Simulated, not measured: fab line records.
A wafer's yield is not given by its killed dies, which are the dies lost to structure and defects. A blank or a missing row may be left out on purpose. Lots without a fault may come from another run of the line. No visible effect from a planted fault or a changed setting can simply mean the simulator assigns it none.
fab line records + flow n5Finfet
record
- lots=10
- wafers=28
- lastDay=18
route steps=1938 shown MOL_CONTACT_COAG@619 BEOL_M0_SAQP@633 BEOL_M4@1111 PASSIVATION@1936
lots untouched by any fault: they come from a run of this same line in which no faults occurred
startH: start of the lot's first displayed wafer, in hours after the record's first day + waitH: how many hours have passed since the lot's step before this one + " as in the row above + L1.1+2: one row covering several wafers at once + - no value, or no start given + * or withheld: withheld + < > ~ a bound
route shown NAME@n: names a module that has steps shown in the file, with the first one's number in the route + usual: mean/standard deviation taken from wafers without a fault + same: alike in all rows + chamber/n: place in a boat + sites: the reading at each site + _std_site: the standard deviation of these + _edge_site: outer sites' mean less inner sites' + radiusMm: for every site, how far away it sits from the centre of the wafer + mask NAME#n: copy n + behind: tool/chamber where the wafer was last shaped + hold: the reason the lot was held/the length of the hold in hours/how it ended + device: the n, p or np transistor that did not switch + end of line: the tests these same wafers got at the end of their route + where a step has no rows: the recipe by itself + killed: dies that structure and defects cost at the first sort, which is not the same as the wafer's yield + map: dies across one wafer; x = killed, . = not, _ = none there
set.NAME: the run value of the setting; set.NAME@STEP: its run value at that earlier step + model.NAME: the simulator's own value behind a step, which no gauge read
route steps across a sampled set of lots; one table per step, one row per wafer
services: a tool's chamber out of use, with start hour (startH, from the record's first day; less than 0 if before it), hours out, and reason
## steps
# step N5_MOL_CONTACT_COAG_STRIP_49
# recipe
- chemistry=N2/H2
- timeS=30
- powerW=1000
- tempC=250
- pressureMtorr=withheld
- n2FlowSccm=1750
- h2FlowSccm=3250
# usual
- drypumpMotorCurrentA=5.7/0.54
- heaterPowerW=350/20
| lot.wafer | tool           | chamber | startH | waitH | drypumpMotorCurrentA | heaterPowerW | rfHoursCounterH |
|-----------|----------------|---------|--------|-------|----------------------|--------------|-----------------|
| L173.1    | plasmaAsher-02 | 1       | 126.42 | -     | 5.5                  | 355          | 92              |
| L173.4    | "              | 1       | "      | "     | 5.5                  | 353          | -               |
| L173.5    | "              | 1       | "      | "     | 5.5                  | 351          | -               |
| L174.3    | plasmaAsher-01 | 0       | 129.29 | -     | 5.1                  | 377          | -               |
| L174.4    | "              | 1       | "      | "     | 6.4                  | 343          | -               |
| L174.6    | "              | 1       | "      | "     | 6.4                  | 335          | -               |
| L176.2    | plasmaAsher-02 | 1       | 142.26 | -     | 5.5                  | 340          | 97              |
| L176.3    | "              | 0       | "      | "     | 5.8                  | 326          | -               |
| L176.5    | "              | 1       | "      | "     | 5.4                  | 361          | -               |
| L177.3    | plasmaAsher-02 | 1       | 150.21 | -     | 5.5                  | 343          | -               |
| L177.4    | "              | 0       | "      | "     | 5.8                  | 323          | -               |
| L177.6    | "              | 0       | "      | "     | 5.8                  | 326          | -               |
| L179.2    | plasmaAsher-02 | 1       | 165.14 | -     | 5.5                  | 350          | 103             |
| L179.4    | "              | 1       | "      | "     | 5.5                  | 347          | -               |
| L179.6    | "              | 0       | "      | "     | 5.8                  | 332          | -               |
| L181.2    | plasmaAsher-02 | 0       | 175.10 | -     | 5.8                  | 332          | 105             |
| L181.6    | "              | 0       | "      | "     | 5.8                  | 326          | -               |
| L183.1    | plasmaAsher-01 | 0       | 185.23 | -     | 5.1                  | 371          | 60              |
| L183.2    | "              | 1       | "      | "     | 6.4                  | 340          | 60              |
| L183.3    | "              | 1       | "      | "     | 6.4                  | 342          | -               |
| L184.2    | plasmaAsher-01 | 0       | 193.47 | -     | 5.1                  | 383          | 62              |
| L184.4    | "              | 1       | "      | "     | 6.4                  | 339          | -               |
| L184.6    | "              | 0       | "      | "     | 5.1                  | 378          | -               |
| L186.1    | plasmaAsher-01 | 1       | 205.10 | -     | 6.4                  | 339          | 64              |
| L186.2    | "              | 0       | "      | "     | 5.1                  | 372          | 64              |
| L186.4    | "              | 0       | "      | "     | 5.1                  | 385          | -               |
| L192.2    | plasmaAsher-01 | 1       | 241.96 | -     | 6.4                  | 337          | 70              |
| L192.4    | "              | 0       | "      | "     | 5.1                  | 380          | -               |
# step N5_MOL_CONTACT_COAG_CMP_52
# recipe
- stopOn=SiO2
- tOverpolishS=1.5
- postCmpClean=wDiluteNh4oh
- downForcePsi=4
- platenRpm=50.289
- padVelocityMS=1.0006
- targetThkNm=66.5
# usual
- motorCurrentA=12.0/1.1
- overpolishRunS=1.502/0.0095
- timeToEndpointS=15/3.1
| lot.wafer | tool   | chamber | startH | waitH | motorCurrentA | overpolishRunS | timeToEndpointS |
|-----------|--------|---------|--------|-------|---------------|----------------|-----------------|
| L173.1    | cmp-03 | 1       | 127.02 | 0.0   | 11.5          | 1.507          | 19              |
| L173.4    | "      | 0       | "      | "     | 10.8          | 1.509          | 19              |
| L173.5    | "      | 1       | "      | "     | 11.6          | 1.493          | 22              |
| L174.4    | cmp-02 | 3       | 129.99 | 0.1   | 13.9          | 1.513          | 15              |
| L174.3    | "      | 1       | "      | "     | 11.5          | 1.502          | 15              |
| L174.6    | "      | 0       | "      | "     | 11.7          | 1.491          | 16              |
| L176.3    | cmp-03 | 1       | 142.91 | 0.1   | 11.7          | 1.498          | 19              |
| L176.2    | "      | 2       | "      | "     | 14.2          | 1.486          | 11              |
| L176.5    | "      | 1       | "      | "     | 11.8          | 1.505          | 16              |
| L177.4    | cmp-03 | 3       | 150.83 | 0.1   | 12.1          | 1.483          | 12              |
| L177.3    | "      | 0       | "      | "     | 11.3          | 1.516          | 19              |
| L177.6    | "      | 3       | "      | "     | 11.6          | 1.515          | 12              |
| L179.2    | cmp-03 | 1       | 165.78 | 0.1   | 11.2          | 1.497          | 19              |
| L179.4    | "      | 3       | "      | "     | 11.3          | 1.503          | 15              |
| L179.6    | "      | 0       | "      | "     | 11.6          | 1.513          | 20              |
| L181.2    | cmp-02 | 1       | 175.81 | 0.1   | 11.4          | 1.490          | 13              |
| L181.6    | "      | 3       | "      | "     | 12.4          | 1.506          | 12              |
| L183.1    | cmp-02 | 2       | 185.86 | 0.0   | 12.4          | 1.509          | 15              |
| L183.2    | "      | 3       | "      | "     | 12.5          | 1.502          | 13              |
| L183.3    | "      | 1       | "      | "     | 11.7          | 1.488          | 14              |
| L184.2    | cmp-02 | 1       | 194.10 | 0.0   | 11.5          | 1.499          | 13              |
| L184.4    | "      | 2       | "      | "     | 12.6          | 1.516          | 12              |
| L184.6    | "      | 1       | "      | "     | 11.2          | 1.502          | 12              |
| L186.2    | cmp-02 | 1       | 205.74 | 0.1   | 11.1          | 1.500          | 18              |
| L186.4    | "      | 2       | "      | "     | 12.1          | 1.507          | 17              |
| L186.1    | "      | 3       | "      | "     | 12.6          | 1.502          | 16              |
| L192.2    | cmp-03 | 1       | 242.56 | 0.0   | 11.1          | 1.505          | 18              |
| L192.4    | "      | 3       | "      | "     | 11.2          | 1.502          | 10              |
# step N5_MOL_CONTACT_COAG_INSPECT_97
# recipe
- inspectInstrument=darkfield
- mode=postAnneal
# usual
- rawDefectCount=44/15
| lot.wafer | tool             | chamber | startH | waitH | rawDefectCount |
|-----------|------------------|---------|--------|-------|----------------|
| L173.1    | defectInspect-01 | -       | 130.37 | 0.0   | 45             |
| L173.4    | "                | -       | "      | "     | 33             |
| L173.5    | "                | -       | "      | "     | 30             |
| L174.3    | defectInspect-02 | -       | 133.42 | 0.1   | 46             |
| L174.4    | "                | -       | "      | "     | 33             |
| L174.6    | "                | -       | "      | "     | 24             |
| L176.2    | defectInspect-02 | -       | 146.24 | 0.0   | 51             |
| L176.3    | "                | -       | "      | "     | 67             |
| L176.5    | "                | -       | "      | "     | 43             |
| L177.3    | defectInspect-02 | -       | 154.18 | 0.1   | 50             |
| L177.4    | "                | -       | "      | "     | 67             |
| L177.6    | "                | -       | "      | "     | 41             |
| L179.2    | defectInspect-02 | -       | 169.10 | 0.0   | 43             |
| L179.4    | "                | -       | "      | "     | 35             |
| L179.6    | "                | -       | "      | "     | 29             |
| L181.2    | defectInspect-02 | -       | 179.10 | 0.0   | 53             |
| L181.6    | "                | -       | "      | "     | 31             |
| L183.1    | defectInspect-02 | -       | 189.65 | 0.0   | 31             |
| L183.2    | "                | -       | "      | "     | 24             |
| L183.3    | "                | -       | "      | "     | 40             |
| L184.2    | defectInspect-01 | -       | 197.47 | 0.0   | 760            |
| L184.4    | "                | -       | "      | "     | 744            |
| L184.6    | "                | -       | "      | "     | 759            |
| L186.1    | defectInspect-02 | -       | 209.04 | 0.0   | 778            |
| L186.2    | "                | -       | "      | "     | 698            |
| L186.4    | "                | -       | "      | "     | 764            |
| L192.2    | defectInspect-02 | -       | 245.94 | 0.1   | 20             |
| L192.4    | "                | -       | "      | "     | 35             |
# step N5_BEOL_M0_SAQP_ILD_DEP_01
# recipe
- material=SiOC
- targetThkA=454.19
- tempC=350
- precursor=DEMS/O2
- pressureTorr=5
- rfW=500
- timeS=8.7
# usual
- heaterPowerW=516/68
- showerheadPlenumPTorr=5.707/0.011
- throttleValvePct=11.7/0.4
| lot.wafer | tool     | chamber | startH | waitH | heaterPowerW | showerheadPlenumPTorr | throttleValvePct |
|-----------|----------|---------|--------|-------|--------------|-----------------------|------------------|
| L173.1    | pecvd-01 | 2       | 130.73 | 0.0   | 542          | 5.708                 | 11.7             |
| L173.4    | "        | 0       | "      | "     | 483          | 5.709                 | 11.2             |
| L173.5    | "        | 2       | "      | "     | 544          | 5.717                 | 11.5             |
| L174.3    | pecvd-04 | 2       | 133.77 | 0.0   | 486          | 5.702                 | 11.5             |
| L174.4    | "        | 1       | "      | "     | 367          | 5.697                 | 12.6             |
| L174.6    | "        | 1       | "      | "     | 376          | 5.717                 | 13.0             |
| L176.2    | pecvd-02 | 2       | 146.58 | 0.0   | 476          | 5.696                 | 11.4             |
| L176.3    | "        | 1       | "      | "     | 573          | 5.723                 | 11.7             |
| L176.5    | "        | 2       | "      | "     | 456          | 5.700                 | 11.5             |
| L177.3    | pecvd-01 | 2       | 154.50 | 0.0   | 487          | 5.702                 | 11.7             |
| L177.4    | "        | 1       | "      | "     | 582          | 5.722                 | 11.3             |
| L177.6    | "        | 2       | "      | "     | 484          | 5.711                 | 11.6             |
| L179.2    | pecvd-01 | 1       | 169.44 | 0.0   | 560          | 5.715                 | 11.4             |
| L179.4    | "        | 1       | "      | "     | 548          | 5.714                 | 11.3             |
| L179.6    | "        | 0       | "      | "     | 512          | 5.725                 | 11.2             |
| L181.2    | pecvd-02 | 0       | 179.44 | 0.0   | 542          | 5.701                 | 12.0             |
| L181.6    | "        | 0       | "      | "     | 563          | 5.688                 | 11.9             |
| L183.1    | pecvd-04 | 0       | 190.00 | 0.0   | 577          | 5.700                 | 11.6             |
| L183.2    | "        | 2       | "      | "     | 560          | 5.694                 | 11.7             |
| L183.3    | "        | 1       | "      | "     | 368          | 5.714                 | 12.7             |
| L184.2    | pecvd-02 | 0       | 197.81 | 0.0   | 500          | 5.691                 | 12.1             |
| L184.4    | "        | 1       | "      | "     | 552          | 5.712                 | 11.5             |
| L184.6    | "        | 0       | "      | "     | 509          | 5.697                 | 11.8             |
| L186.1    | pecvd-02 | 0       | 209.40 | 0.0   | 451          | 5.693                 | 12.1             |
| L186.2    | "        | 1       | "      | "     | 624          | 5.712                 | 11.6             |
| L186.4    | "        | 1       | "      | "     | 632          | 5.732                 | 11.7             |
| L192.2    | pecvd-04 | 2       | 246.28 | 0.0   | 556          | 5.712                 | 11.7             |
| L192.4    | "        | 1       | "      | "     | 450          | 5.713                 | 12.7             |
# step N5_BEOL_M0_SAQP_PECVD_97
# recipe
- material=SiNx
- targetThkA=230
- tempC=350
- precursor=SiH4/NH3/N2
- pressureTorr=1.5
- rfW=300
- timeS=19.9
# usual
- heaterPowerW=583/69
- showerheadPlenumPTorr=5.19/0.037
- throttleValvePct=39.3/1.1
| lot.wafer | tool     | chamber | startH | waitH | heaterPowerW | showerheadPlenumPTorr | throttleValvePct |
|-----------|----------|---------|--------|-------|--------------|-----------------------|------------------|
| L173.1    | pecvd-04 | 1       | 132.22 | 0.0   | 505          | 5.20                  | 42.5             |
| L173.4    | "        | 1       | "      | "     | 518          | 5.21                  | 42.4             |
| L173.5    | "        | 1       | "      | "     | 514          | 5.20                  | 42.3             |
| L174.3    | pecvd-04 | 1       | 134.25 | 0.0   | 508          | 5.21                  | 42.4             |
| L174.4    | "        | 1       | "      | "     | 508          | 5.18                  | 42.1             |
| L174.6    | "        | 2       | "      | "     | 583          | 5.20                  | 38.5             |
| L176.2    | pecvd-02 | 2       | 149.12 | 0.0   | 580          | 5.18                  | 38.6             |
| L176.3    | "        | 1       | "      | "     | 618          | 5.22                  | 39.0             |
| L176.5    | "        | 2       | "      | "     | 566          | 5.19                  | 38.6             |
| L177.3    | pecvd-01 | 2       | 155.08 | 0.0   | 607          | 5.17                  | 38.6             |
| L177.4    | "        | 1       | "      | "     | 595          | 5.25                  | 37.6             |
| L177.6    | "        | 0       | "      | "     | 520          | 5.23                  | 38.1             |
| L179.2    | pecvd-02 | 2       | 172.00 | 0.0   | 517          | 5.18                  | 38.9             |
| L179.4    | "        | 2       | "      | "     | 514          | 5.17                  | 38.7             |
| L179.6    | "        | 0       | "      | "     | 600          | 5.15                  | 40.1             |
| L181.2    | pecvd-04 | 0       | 180.29 | 0.0   | 690          | 5.16                  | 39.4             |
| L181.6    | "        | 0       | "      | "     | 680          | 5.16                  | 39.2             |
| L183.1    | pecvd-04 | 1       | 191.55 | 0.0   | 442          | 5.19                  | 42.1             |
| L183.2    | "        | 0       | "      | "     | 640          | 5.16                  | 39.2             |
| L183.3    | "        | 2       | "      | "     | 519          | 5.21                  | 38.8             |
| L184.2    | pecvd-01 | 1       | 198.87 | 0.0   | 650          | 5.25                  | 37.6             |
| L184.4    | "        | 0       | "      | "     | 511          | 5.24                  | 37.8             |
| L184.6    | "        | 2       | "      | "     | 580          | 5.16                  | 39.0             |
| L186.1    | pecvd-02 | 2       | 214.46 | 0.0   | 548          | 5.17                  | 38.9             |
| L186.2    | "        | 0       | "      | "     | 626          | 5.16                  | 40.2             |
| L186.4    | "        | 0       | "      | "     | 630          | 5.15                  | 39.7             |
| L192.2    | pecvd-02 | 0       | 246.53 | 0.0   | 585          | 5.15                  | 39.9             |
| L192.4    | "        | 1       | "      | "     | 721          | 5.22                  | 39.1             |
# step N5_BEOL_M4_RC_MEAS_101
# usual
- DIBL_N=36.1/2
- DIBL_P=36.3/2.5
- IOFF_N=0.16/0.037
- IOFF_P=0.21/0.039
- ION_N=678/15
- ION_P=465/8.7
- SS_N=71.4/0.7
- SS_P=73.3/0.74
- VT_N=249/3.6
- VT_P=-250.0/2.9
| lot.wafer | tool      | chamber | startH | waitH | DIBL_N[mV/V] | DIBL_P[mV/V] | IOFF_N[nA/um] | IOFF_P[nA/um] | ION_N[uA/um] | ION_P[uA/um] | SS_N[mV/dec] | SS_P[mV/dec] | VT_N[mV] | VT_P[mV] |
|-----------|-----------|---------|--------|-------|--------------|--------------|---------------|---------------|--------------|--------------|--------------|--------------|----------|----------|
| L173.1    | prober-01 | 0       | 195.83 | 0.0   | 37.2         | 35.6         | 0.17          | 0.23          | 688          | 472          | 71.7         | 74.1         | 249      | -251.1   |
| L173.4    | "         | 0       | "      | "     | 39.2         | 36.4         | 0.20          | 0.25          | 681          | 459          | 72.3         | 73.8         | 247      | -249.6   |
| L173.5    | "         | 0       | "      | "     | 38.7         | 36.8         | 0.18          | 0.26          | 688          | 473          | 72.6         | 73.2         | 249      | -251.2   |
| L174.3    | prober-02 | 0       | 198.11 | 0.3   | 36.2         | 37.4         | 0.16          | 0.21          | 679          | 463          | 71.7         | 73.2         | 249      | -253.5   |
| L174.4    | "         | 0       | "      | "     | 34.6         | 35.8         | 0.13          | 0.18          | 671          | 466          | 71.1         | 72.5         | 256      | -253.8   |
| L174.6    | "         | 0       | "      | "     | 37.3         | 39.0         | 0.19          | 0.23          | 688          | 467          | 72.2         | 74.0         | 250      | -251.7   |
| L176.2    | prober-02 | 0       | 199.78 | 0.2   | 32.3         | 30.4         | 0.09          | 0.14          | 653          | 459          | 70.1         | 71.2         | 257      | -253.7   |
| L176.3    | "         | 0       | "      | "     | 34.5         | 33.9         | 0.12          | 0.18          | 666          | 465          | 71.4         | 73.0         | 251      | -250.1   |
| L176.5    | "         | 0       | "      | "     | 37.8         | 38.5         | 0.17          | 0.25          | 672          | 467          | 71.9         | 73.8         | 248      | -247.8   |
| L177.3    | prober-02 | 0       | 233.23 | 0.3   | 38.9         | 40.1         | 0.20          | 0.21          | 675          | 456          | 72.3         | 73.5         | 250      | -253.0   |
| L177.4    | "         | 0       | "      | "     | 35.9         | 37.6         | 0.15          | 0.18          | 673          | 453          | 71.5         | 72.7         | 252      | -254.6   |
| L177.6    | "         | 0       | "      | "     | 36.7         | 38.4         | 0.16          | 0.19          | 670          | 452          | 72.0         | 72.8         | 252      | -253.3   |
| L179.2    | prober-02 | 0       | 238.91 | 0.2   | 34.5         | 33.9         | 0.13          | 0.19          | 677          | 467          | 71.6         | 73.5         | 249      | -249.3   |
| L179.4    | "         | 0       | "      | "     | 36.6         | 35.8         | 0.16          | 0.22          | 685          | 462          | 72.0         | 73.9         | 246      | -250.9   |
| L179.6    | "         | 0       | "      | "     | 36.0         | 35.6         | 0.16          | 0.21          | 683          | 465          | 71.9         | 73.1         | 247      | -249.6   |
| L181.2    | prober-02 | 0       | 256.44 | 0.2   | 38.8         | 41.2         | 0.25          | 0.32          | 705          | 485          | 72.3         | 73.9         | 243      | -243.5   |
| L181.6    | "         | 0       | "      | "     | 38.7         | 39.1         | 0.23          | 0.27          | 697          | 474          | 72.0         | 73.4         | 244      | -249.4   |
| L183.1    | prober-01 | 0       | 268.83 | 0.0   | 38.4         | 37.4         | 0.20          | 0.24          | 668          | 460          | 72.1         | 74.1         | 250      | -247.2   |
| L183.2    | "         | 0       | "      | "     | 33.5         | 33.7         | 0.13          | 0.19          | 669          | 463          | 70.5         | 73.0         | 251      | -248.7   |
| L183.3    | "         | 0       | "      | "     | 37.6         | 38.1         | 0.20          | 0.26          | 702          | 478          | 71.5         | 74.3         | 245      | -247.0   |
| L184.2    | prober-02 | 0       | 285.04 | 0.7   | 38.7         | 38.7         | 0.22          | 0.25          | 690          | 463          | 72.0         | 74.1         | 246      | -247.5   |
| L184.4    | "         | 0       | "      | "     | 37.1         | 37.5         | 0.20          | 0.23          | 690          | 469          | 71.7         | 72.8         | 246      | -248.3   |
| L184.6    | "         | 0       | "      | "     | 38.4         | 39.5         | 0.22          | 0.27          | 697          | 469          | 72.0         | 74.3         | 242      | -247.3   |
| L186.1    | prober-02 | 0       | 299.15 | 0.0   | 35.3         | 36.6         | 0.15          | 0.21          | 654          | 456          | 71.2         | 73.1         | 252      | -249.0   |
| L186.2    | "         | 0       | "      | "     | 33.8         | 34.2         | 0.13          | 0.19          | 668          | 469          | 69.8         | 71.9         | 254      | -251.1   |
| L186.4    | "         | 0       | "      | "     | 34.1         | 34.7         | 0.14          | 0.19          | 674          | 473          | 70.5         | 71.9         | 251      | -250.6   |
| L192.2    | prober-02 | 0       | 313.26 | 0.2   | 34.2         | 34.1         | 0.13          | 0.18          | 676          | 466          | 70.1         | 73.3         | 251      | -251.3   |
| L192.4    | "         | 0       | "      | "     | 36.9         | 37.5         | 0.16          | 0.23          | 672          | 468          | 71.6         | 74.1         | 251      | -249.1   |
# step N5_PASSIVATION_PROBE_49
# usual
- defectLimitedYield=91.1/1.3
- killed_at_M0_to_M3=32/9.7
- killed_at_M4_up=16/6
- killedAtContacts=12/5.9
- killedAtFrontEnd=41/11
- killedAtOther=4/3.1
- killedDies=104/16
- killedOnRim=14/4
- killedOpen=68/12
- killedShort=34/7.4
- sort_bin_5_function=5.1/0.85
- sort_bin_6_memory=3.3/0.66
- sort_bin_8_speed=0.1/0.53
- sortNPass=1075/16
- sortYieldPct=91.1/1.4
# same
- grossDies=1180
- killedAtBackSide=0
- sort_bin_4_leakage[%]=0
| lot.wafer | tool      | chamber | startH | waitH | defectLimitedYield[%] | killed_at_M0_to_M3 | killed_at_M4_up | killedAtContacts | killedAtFrontEnd | killedAtOther | killedDies | killedOnRim | killedOpen | killedShort | sort_bin_5_function[%] | sort_bin_6_memory[%] | sort_bin_8_speed[%] | sortNPass | sortYieldPct[%] |
|-----------|-----------|---------|--------|-------|-----------------------|--------------------|-----------------|------------------|------------------|---------------|------------|-------------|------------|-------------|------------------------|----------------------|---------------------|-----------|-----------------|
| L174.3    | prober-01 | -       | 314.04 | 0.1   | 89.5                  | 40                 | 32              | 9                | 39               | 4             | 124        | 20          | 71         | 47          | 6.6                    | 3.5                  | 0                   | 1056      | 89.5            |
| L174.4    | prober-01 | -       | 314.09 | 0.2   | 90.7                  | 42                 | 22              | 12               | 30               | 4             | 110        | 17          | 68         | 39          | 5.3                    | 3.4                  | 0                   | 1070      | 90.7            |
| L174.6    | prober-01 | -       | 314.19 | 0.3   | 90.8                  | 46                 | 20              | 2                | 40               | 0             | 108        | 10          | 65         | 42          | 5.6                    | 3.2                  | 0                   | 1072      | 90.8            |
| L179.4    | prober-02 | -       | 347.07 | 0.2   | 91.8                  | 36                 | 12              | 16               | 29               | 4             | 97         | 13          | 72         | 23          | 4.7                    | 3.0                  | 0                   | 1083      | 91.8            |
| L183.1    | prober-01 | -       | 370.58 | 0.0   | 90.8                  | 28                 | 15              | 14               | 51               | 1             | 109        | 24          | 66         | 39          | 5.6                    | 3.1                  | 0                   | 1071      | 90.8            |
| L183.2    | prober-01 | -       | 370.63 | 0.1   | 91.1                  | 11                 | 30              | 5                | 57               | 2             | 105        | 10          | 74         | 27          | 5.0                    | 3.8                  | 0                   | 1075      | 91.1            |
| L183.3    | prober-01 | -       | 370.68 | 0.1   | 89.6                  | 31                 | 17              | 15               | 60               | 0             | 123        | 19          | 86         | 27          | 5.8                    | 3.7                  | 0                   | 1057      | 89.6            |
| L184.2    | prober-02 | -       | 399.00 | 0.1   | 48.6                  | 37                 | 8               | 519              | 42               | 0             | 606        | 79          | 62         | 28          | 33.0                   | 16.0                 | 0                   | 574       | 48.6            |
| L184.4    | prober-02 | -       | 399.10 | 0.2   | 50.0                  | 32                 | 6               | 504              | 42               | 6             | 590        | 72          | 61         | 34          | 30.6                   | 15.9                 | 0                   | 590       | 50.0            |
| L184.6    | prober-02 | -       | 399.20 | 0.3   | 51.4                  | 51                 | 6               | 487              | 26               | 3             | 573        | 75          | 64         | 30          | 30.8                   | 15.2                 | 0                   | 607       | 51.4            |
| L186.1    | prober-01 | -       | 399.94 | 0.0   | 50.7                  | 13                 | 18              | 525              | 26               | 0             | 582        | 75          | 43         | 19          | 31.7                   | 14.7                 | 0                   | 598       | 50.7            |
| L186.2    | prober-01 | -       | 399.99 | 0.1   | 52.2                  | 19                 | 13              | 497              | 31               | 4             | 564        | 82          | 46         | 27          | 28.6                   | 16.0                 | 0                   | 616       | 52.2            |
| L186.4    | prober-01 | -       | 400.09 | 0.2   | 51.9                  | 13                 | 10              | 520              | 23               | 2             | 568        | 72          | 29         | 22          | 31.9                   | 13.6                 | 0                   | 612       | 51.9            |
# killed by level:class
L174.3 BEOL_M4:geometricParticle:open=10 BEOL_M0_SAQP:geometricParticle:short=8 MOL_CONTACT_COAG:geometricParticle:open=8 FIN_SAQP:geometricParticle:short=7 FIN_SAQP:geometricParticle:open=7 BEOL_M1:geometricParticle:open=7 GATE_CUT:geometricParticle:short=6 BEOL_M2:geometricParticle:open=6
L174.4 BEOL_M3:geometricParticle:open=12 BEOL_M0_SAQP:geometricParticle:open=9 MOL_CONTACT_COAG:geometricParticle:open=8 GATE_CUT:geometricParticle:short=7 BEOL_M1:geometricParticle:open=6 FIN_SAQP:geometricParticle:short=5 FIN_SAQP:geometricParticle:open=4 BEOL_M1:geometricParticle:short=4
L174.6 BEOL_M0_SAQP:geometricParticle:short=16 BEOL_M4:geometricParticle:open=10 FIN_SAQP:geometricParticle:short=8 BEOL_M0_SAQP:geometricParticle:open=8 BEOL_M2:geometricParticle:open=7 STI_FIN_REVEAL:geometricParticle:open=6 BEOL_M3:geometricParticle:open=6 FIN_SAQP:geometricParticle:open=5
L179.4 STI_FIN_REVEAL:geometricParticle:open=16 MOL_CONTACT_COAG:geometricParticle:open=15 BEOL_M0_SAQP:geometricParticle:open=9 BEOL_M0_SAQP:geometricParticle:short=7 BEOL_M3:geometricParticle:open=7 BEOL_M4:geometricParticle:open=5 FIN_SAQP:geometricParticle:short=4 BEOL_M1:geometricParticle:open=4
L183.1 FIN_SAQP:geometricParticle:open=17 FIN_SAQP:geometricParticle:short=15 MOL_CONTACT_COAG:geometricParticle:open=12 BEOL_M2:geometricParticle:open=10 BEOL_M4:geometricParticle:open=7 BEOL_M0_SAQP:geometricParticle:short=6 BEOL_M2:geometricParticle:short=5 GATE_CUT:geometricParticle:open=4
L183.2 BEOL_M4:geometricParticle:open=17 FIN_SAQP:geometricParticle:open=16 FIN_SAQP:geometricParticle:short=13 MOL_CONTACT_COAG:geometricParticle:open=5 STI_FIN_REVEAL:geometricParticle:open=5 GATE_CUT:geometricParticle:open=5 STARTING-WAFER:geometricParticle:open=5 BEOL_M5:geometricParticle:open=5
L183.3 FIN_SAQP:geometricParticle:open=12 MOL_CONTACT_COAG:geometricParticle:open=11 BEOL_M2:geometricParticle:open=11 STI_FIN_REVEAL:geometricParticle:open=10 HKMG_FIN:areaEtch=9 FIN_SAQP:geometricParticle:short=7 BEOL_M1:geometricParticle:open=7 DUMMY_GATE:geometricParticle:open=6
L184.2 MOL_CONTACT_COAG:unspecified=510 BEOL_M3:geometricParticle:open=10 FIN_SAQP:geometricParticle:short=9 FIN_SAQP:geometricParticle:open=9 BEOL_M0_SAQP:geometricParticle:open=9 BEOL_M2:geometricParticle:open=8 MOL_CONTACT_COAG:geometricParticle:open=7 BEOL_M0_SAQP:geometricParticle:short=6
L184.4 MOL_CONTACT_COAG:unspecified=492 MOL_CONTACT_COAG:geometricParticle:open=12 BEOL_M2:geometricParticle:open=11 FIN_SAQP:geometricParticle:open=10 FIN_SAQP:geometricParticle:short=9 BEOL_M0_SAQP:geometricParticle:short=9 FIN_CUT:geometricParticle:open=3 BEOL_M0_SAQP:geometricParticle:open=3
L184.6 MOL_CONTACT_COAG:unspecified=479 BEOL_M2:geometricParticle:open=15 BEOL_M0_SAQP:geometricParticle:short=13 BEOL_M0_SAQP:geometricParticle:open=9 FIN_SAQP:geometricParticle:open=8 MOL_CONTACT_COAG:geometricParticle:open=7 BEOL_M3:geometricParticle:open=7 FIN_SAQP:geometricParticle:short=6
L186.1 MOL_CONTACT_COAG:unspecified=519 BEOL_M3:geometricParticle:open=6 FIN_SAQP:geometricParticle:short=5 BEOL_M4:geometricParticle:open=5 STARTING-WAFER:geometricParticle:open=5 MOL_CONTACT_COAG:geometricParticle:open=4 DUMMY_GATE:geometricParticle:open=3 GATE_CUT:geometricParticle:open=3
L186.2 MOL_CONTACT_COAG:unspecified=488 STI_FIN_REVEAL:geometricParticle:open=7 BEOL_M4:geometricParticle:open=6 DUMMY_GATE:geometricParticle:open=5 MOL_CONTACT_COAG:geometricParticle:open=5 BEOL_M0_SAQP:geometricParticle:open=5 BEOL_M3:geometricParticle:open=5 MOL_CONTACT_COAG:geometricParticle:short=4
L186.4 MOL_CONTACT_COAG:unspecified=516 FIN_SAQP:geometricParticle:short=8 DUMMY_GATE:geometricParticle:open=3 MOL_CONTACT_COAG:geometricParticle:open=3 BEOL_M3:geometricParticle:open=3 BEOL_M3:geometricParticle:short=3 BEOL_M5:geometricParticle:open=3 DUMMY_GATE:geometricParticle:short=2
## services
| tool           | chamber | startH | hours | kind                          |
|----------------|---------|--------|-------|-------------------------------|
| pecvd-01       | 2       | 104.13 | 4.0   | repair                        |
| cmp-03         | -       | 119.44 | 0.9   | repair                        |
| pecvd-01       | 2       | 131.50 | 6.3   | repair                        |
| pecvd-04       | 0       | 131.92 | 2.1   | scheduledDown                 |
| pecvd-01       | 1       | 133.26 | -     | calibration                   |
| plasmaAsher-01 | -       | 137.25 | 14.6  | pm                            |
| pecvd-04       | -       | 155.23 | 2.8   | pm                            |
| cmp-02         | -       | 155.54 | 2.0   | repair                        |
| pecvd-04       | -       | 160.06 | 0.3   | repair                        |
| pecvd-02       | 2       | 161.44 | 4.7   | repair                        |
| pecvd-02       | -       | 161.88 | 9.5   | repair                        |
| cmp-02         | -       | 163.44 | 3.8   | pm                            |
| plasmaAsher-02 | -       | 178.06 | 0.3   | repair                        |
| cmp-03         | -       | 185.96 | 4.0   | pm                            |
| cmp-03         | -       | 189.96 | -     | consumableReplace:conditioner |
| cmp-03         | -       | 189.96 | -     | consumableReplace:pad         |
| cmp-03         | -       | 202.86 | 7.1   | pm                            |
| pecvd-04       | 1       | 210.67 | 3.4   | repair                        |
| pecvd-02       | 1       | 213.54 | 5.5   | scheduledDown                 |
| pecvd-04       | 1       | 214.10 | 5.5   | scheduledDown                 |
| pecvd-04       | 1       | 219.64 | 5.5   | scheduledDown                 |
| pecvd-04       | 0       | 238.10 | -     | calibration                   |
| pecvd-01       | 2       | 245.23 | 12.9  | repair                        |
| plasmaAsher-02 | -       | 245.84 | 33.9  | repair                        |
## key
firstSign
- step=N5_MOL_CONTACT_COAG_INSPECT_97
- reading=rawDefectCount
- direction=up
- sigmas=47
- usual=44
- struck=750
effect
- step=N5_PASSIVATION_PROBE_49
- reading=killedAtContacts
- direction=up
- sigmas=84
- usual=12
- struck=509
moreKillsBornAt
- N5_MOL_CONTACT_COAG_CMP_52@cmp-02=3002
metAt N5_MOL_CONTACT_COAG_CMP_52
struckLots L184,L186
notActingAt N5_MOL_CONTACT_COAG_STRIP_49,N5_BEOL_M0_SAQP_ILD_DEP_01,N5_BEOL_M0_SAQP_PECVD_97
onsetBetween 185.86 194.10
fault
- kind=chamberParticleSource
- tool=cmp-02
- chamber=-
- onsetH=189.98
- steps=N5_MOL_CONTACT_COAG_CMP_52
- ratePerVisitCm2=1.1289
- endH=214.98
